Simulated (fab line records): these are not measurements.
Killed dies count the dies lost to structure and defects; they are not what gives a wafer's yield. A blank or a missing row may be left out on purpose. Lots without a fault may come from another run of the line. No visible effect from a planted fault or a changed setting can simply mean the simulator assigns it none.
Which tool did it?    flow nand-harc    72 wafers from 24 lots sampled at 5 of the route's 1302 steps

WHAT THE GAUGES READ, wafer by wafer
NHARC_P_M1_OVL_MEAS_10: pitch 260 nm. Usual: overlay-x-nm -0.2 nm, standard deviation 0.83; overlay-y-nm 0.0 nm, standard deviation 0.83.
lot   measured      on          overlay-x-nm (nm)  overlay-y-nm (nm)  flag
L074  day 6 15:37   overlay-01  0.3 0.2 0.3        -0.3 0.4 -0.8      
L075  day 6 16:53   overlay-01  1.3 1.5 1.0        -0.4 -0.5 -0.7     
L076  day 7 11:16   overlay-01  -0.7 -0.8 -0.1     0.4 0.5 0.6        
L078  day 8 00:14   overlay-02  -0.1 -0.6 -0.5     1.1 1.3 0.9        
L077  day 8 00:33   overlay-01  0.3 0.6 0.3        0.3 0.1 0.0        
L079  day 8 13:05   overlay-01  0.0 -0.7 -0.9      1.9 1.6 2.0        
L081  day 9 02:22   overlay-02  -0.9 -1.1 -1.0     0.2 -0.3 -0.1      
L080  day 9 04:29   overlay-02  -0.7 -0.5 -0.7     -0.7 -0.4 -0.2     
L082  day 9 17:53   overlay-02  -1.4 -1.9 -1.6     -0.4 0.4 0.0       
L083  day 10 00:46  overlay-01  -1.9 -1.6 -2.0     -0.2 -0.8 -0.8     
L084  day 10 18:41  overlay-02  -0.3 -0.6 -1.1     -0.3 -0.4 -0.2     
L085  day 11 01:01  overlay-01  1.3 0.8 1.1        0.6 0.5 0.7        
L086  day 11 01:36  overlay-02  -1.2 -0.9 -1.0     0.2 -0.9 0.3       
L087  day 12 03:43  overlay-01  -0.4 -0.4 -0.1     -2.1 -1.4 -1.3     
L088  day 12 04:39  overlay-01  0.0 -0.4 0.0       -2.4 -1.7 -1.9     
L089  day 12 09:07  overlay-02  -0.8 0.1 0.0       0.6 1.0 0.8        
L090  day 13 00:44  overlay-01  0.7 0.4 1.2        0.4 0.8 0.4        
L091  day 13 10:43  overlay-02  -0.8 -0.2 -1.0     -0.1 0.6 -0.4      
L092  day 14 07:42  overlay-01  -0.5 -0.3 -0.2     -0.8 -0.5 -1.2     
L093  day 14 11:56  overlay-01  0.0 0.5 -0.6       -0.6 -1.0 -0.4     
L094  day 14 15:29  overlay-02  1.0 0.7 0.8        0.2 -0.3 0.3       
L095  day 15 06:36  overlay-02  0.5 0.0 0.0        0.8 0.6 0.7        
L096  day 15 11:13  overlay-01  0.6 -0.3 0.3       0.2 0.0 0.6        
L097  day 15 15:30  overlay-02  0.3 0.1 0.2        -0.3 0.0 0.1       

NHARC_P_M1_INSPECT_27. Usual: raw-defect-count reads 304 (standard deviation 130).
lot   measured      on                 raw-defect-count  flag
L074  day 6 18:19   defect-inspect-02  330 386 233       
L075  day 6 20:01   defect-inspect-02  361 216 277       
L076  day 7 13:55   defect-inspect-02  399 280 435       
L078  day 8 02:55   defect-inspect-02  283 365 157       
L077  day 8 03:43   defect-inspect-02  148 210 154       
L079  day 8 15:50   defect-inspect-01  239 380 281       
L081  day 9 05:02   defect-inspect-01  304 375 249       
L080  day 9 07:13   defect-inspect-02  587 427 743       
L082  day 9 20:32   defect-inspect-02  367 207 158       
L083  day 10 03:28  defect-inspect-01  277 1082 501      
L084  day 10 21:22  defect-inspect-01  204 261 379       
L085  day 11 03:44  defect-inspect-02  104 236 133       
L086  day 11 04:20  defect-inspect-02  127 257 134       
L087  day 12 06:23  defect-inspect-01  345 334 281       
L088  day 12 07:31  defect-inspect-01  195 258 276       
L089  day 12 12:05  defect-inspect-01  211 294 209       
L090  day 13 03:24  defect-inspect-02  235 271 258       
L091  day 13 13:24  defect-inspect-01  185 268 144       
L092  day 14 10:23  defect-inspect-02  203 299 225       
L093  day 14 14:36  defect-inspect-02  409 473 470       
L094  day 14 18:09  defect-inspect-02  417 308 247       
L095  day 15 09:16  defect-inspect-02  281 291 248       
L096  day 15 14:00  defect-inspect-01  275 490 254       
L097  day 15 18:16  defect-inspect-02  332 410 327       

NHARC_P_M2_OVL_MEAS_10: pitch 340 nm. Usual: overlay-x-nm 0.1 nm, standard deviation 0.95; overlay-y-nm -0.1 nm, standard deviation 0.88.
lot   measured      on          overlay-x-nm (nm)  overlay-y-nm (nm)  flag
L074  day 6 19:47   overlay-01  1.3 1.4 1.8        0.6 0.1 0.6        
L075  day 6 21:21   overlay-02  -0.9 -1.0 -0.7     -0.9 -0.9 -1.0     
L076  day 7 15:24   overlay-02  -0.9 -0.2 0.2      -0.4 -0.5 -0.5     
L078  day 8 04:25   overlay-01  1.3 1.4 0.9        0.1 0.2 -0.1       
L077  day 8 05:04   overlay-02  -0.7 -0.8 -0.8     1.7 1.3 1.3        
L079  day 8 17:22   overlay-01  0.0 0.1 -0.4       -1.3 -0.8 -1.8     
L081  day 9 06:24   overlay-01  1.3 0.9 1.3        -0.8 -0.2 -0.3     
L080  day 9 08:44   overlay-01  1.8 1.5 1.9        0.1 0.2 0.1        
L082  day 9 22:02   overlay-01  -0.5 -1.0 -0.6     -1.5 -1.2 -1.6     
L083  day 10 04:59  overlay-01  0.4 0.2 0.0        0.0 -0.4 0.0       
L084  day 10 22:49  overlay-01  0.5 0.7 0.3        1.2 1.4 1.3        
L085  day 11 05:11  overlay-02  0.3 0.5 0.3        -0.2 -0.2 0.3      
L086  day 11 05:49  overlay-01  -0.5 -0.4 -0.5     -0.3 -0.5 -0.3     
L087  day 12 08:04  overlay-01  -1.2 -1.0 -0.9     -0.1 -0.5 -0.7     
L088  day 12 09:09  overlay-01  0.3 -0.3 -0.1      -1.0 -0.8 -0.1     
L089  day 12 13:35  overlay-01  1.4 1.2 0.5        -1.6 -1.2 -1.8     
L090  day 13 04:46  overlay-01  -0.1 -0.3 -0.8     1.9 1.4 1.7        
L091  day 13 14:53  overlay-02  -1.1 -1.6 -0.8     -1.4 -1.3 -0.7     
L092  day 14 11:52  overlay-02  -0.9 -0.4 -0.1     0.9 0.6 1.0        
L093  day 14 16:04  overlay-02  -1.0 -0.7 -0.7     0.7 0.3 0.3        
L094  day 14 19:38  overlay-01  -1.0 -1.8 -1.1     -1.1 -1.3 -0.8     
L095  day 15 10:55  overlay-02  1.0 1.3 1.5        -0.7 0.2 -0.6      
L096  day 15 15:20  overlay-01  -0.6 -0.1 -0.7     0.9 0.6 0.5        
L097  day 15 19:38  overlay-02  1.4 1.5 1.7        0.6 0.3 -0.1       

NHARC_P_M2_INSPECT_11. Usual: raw-defect-count reads 5 (standard deviation 3.1).
lot   measured      on                 raw-defect-count  flag
L074  day 6 19:50   defect-inspect-02  7 6 10            
L075  day 6 21:23   defect-inspect-01  3 1 8             
L076  day 7 15:26   defect-inspect-01  4 7 2             
L078  day 8 04:26   defect-inspect-01  5 2 4             
L077  day 8 05:07   defect-inspect-01  6 2 6             
L079  day 8 17:24   defect-inspect-02  12 8 14           
L081  day 9 06:26   defect-inspect-02  1 9 4             
L080  day 9 08:46   defect-inspect-02  2 3 3             
L082  day 9 22:04   defect-inspect-02  11 9 9            
L083  day 10 05:01  defect-inspect-01  4 6 5             
L084  day 10 22:51  defect-inspect-01  5 7 3             
L085  day 11 05:14  defect-inspect-02  5 3 2             
L086  day 11 05:51  defect-inspect-01  3 1 2             
L087  day 12 08:06  defect-inspect-01  8 9 2             
L088  day 12 09:11  defect-inspect-01  5 8 3             
L089  day 12 13:37  defect-inspect-02  12 13 7           
L090  day 13 04:47  defect-inspect-02  2 4 2             
L091  day 13 14:55  defect-inspect-02  1 4 5             
L092  day 14 11:53  defect-inspect-02  4 3 3             
L093  day 14 16:05  defect-inspect-01  4 4 2             
L094  day 14 19:40  defect-inspect-02  9 4 3             
L095  day 15 10:58  defect-inspect-02  6 6 4             
L096  day 15 15:23  defect-inspect-01  5 4 4             
L097  day 15 19:41  defect-inspect-02  5 6 5             

TOOL THAT RAN EACH LOT (tool first, then ch and the chambers of the sampled wafers, then the start)
lot   NHARC_P_M1_PRE_CLEAN_32
L074  pecvd-04 ch 0,2, day 6 18:23
L075  pecvd-03 ch 0,1,2, day 6 20:05
L076  pecvd-03 ch 0,1,2, day 7 13:59
L078  pecvd-03 ch 0,1, day 8 02:59
L077  pecvd-03 ch 0,1,2, day 8 03:47
L079  pecvd-04 ch 0,2, day 8 15:58
L081  pecvd-04 ch 0,2, day 9 05:07
L080  pecvd-02 ch 0,1, day 9 07:17
L082  pecvd-02 ch 0,2, day 9 20:37
L083  pecvd-04 ch 1,2, day 10 03:34
L084  pecvd-03 ch 0,2, day 10 21:26
L085  pecvd-03 ch 0,2, day 11 03:49
L086  pecvd-04 ch 0,1, day 11 04:26
L087  pecvd-02 ch 0,1, day 12 06:39
L088  pecvd-03 ch 0,1, day 12 07:41
L089  pecvd-02 ch 0,1,2, day 12 12:10
L090  pecvd-03 ch 0,1,2, day 13 03:28
L091  pecvd-03 ch 0,1, day 13 13:28
L092  pecvd-03 ch 0,2, day 14 10:27
L093  pecvd-04 ch 0,1,2, day 14 14:42
L094  pecvd-02 ch 0,1,2, day 14 18:13
L095  pecvd-03 ch 0,2, day 15 09:22
L096  pecvd-02 ch 0,1,2, day 15 14:04
L097  pecvd-03 ch 1,2, day 15 18:21
- NHARC_P_M1_PRE_CLEAN_32: time 12 s.

WHAT THE TOOLS THEMSELVES READ (means of the sampled wafers that have a number; where no wafer has one, the mark that the record gives instead)
NHARC_P_M1_PRE_CLEAN_32. Usual: heater-power-w reads 646 W (standard deviation 90).
lot   tool      heater-power-w (W)  flag
L074  pecvd-04  642                 
L075  pecvd-03  614                 
L076  pecvd-03  608                 
L078  pecvd-03  532                 
L077  pecvd-03  607                 
L079  pecvd-04  584                 
L081  pecvd-04  641                 
L080  pecvd-02  688                 
L082  pecvd-02  680                 
L083  pecvd-04  698                 
L084  pecvd-03  620                 
L085  pecvd-03  618                 
L086  pecvd-04  705                 
L087  pecvd-02  684                 
L088  pecvd-03  561                 
L089  pecvd-02  634                 
L090  pecvd-03  612                 
L091  pecvd-03  580                 
L092  pecvd-03  612                 
L093  pecvd-04  659                 
L094  pecvd-02  670                 
L095  pecvd-03  714                 
L096  pecvd-02  696                 
L097  pecvd-03  647                 

THE ANSWER, worked out from the rows above alone
Rule: lot off if the mean of its wafers having a number is beyond 3 standard deviations from the usual mean. Also off: a lot with no number at a reading for which 4 or more lots have one. Any other lot the step has rows for is counted as sound. After the gauges, taken in route order, come the tools' own readings; for these a lot's mean is taken, as printed above. The first step at which some lot is off is used, and at that step the reading that is off furthest; a lot without a number counts as furthest.
No lot is off at any reading shown: from this, nothing can be told.

WHAT THE SIMULATOR HAD INSERTED
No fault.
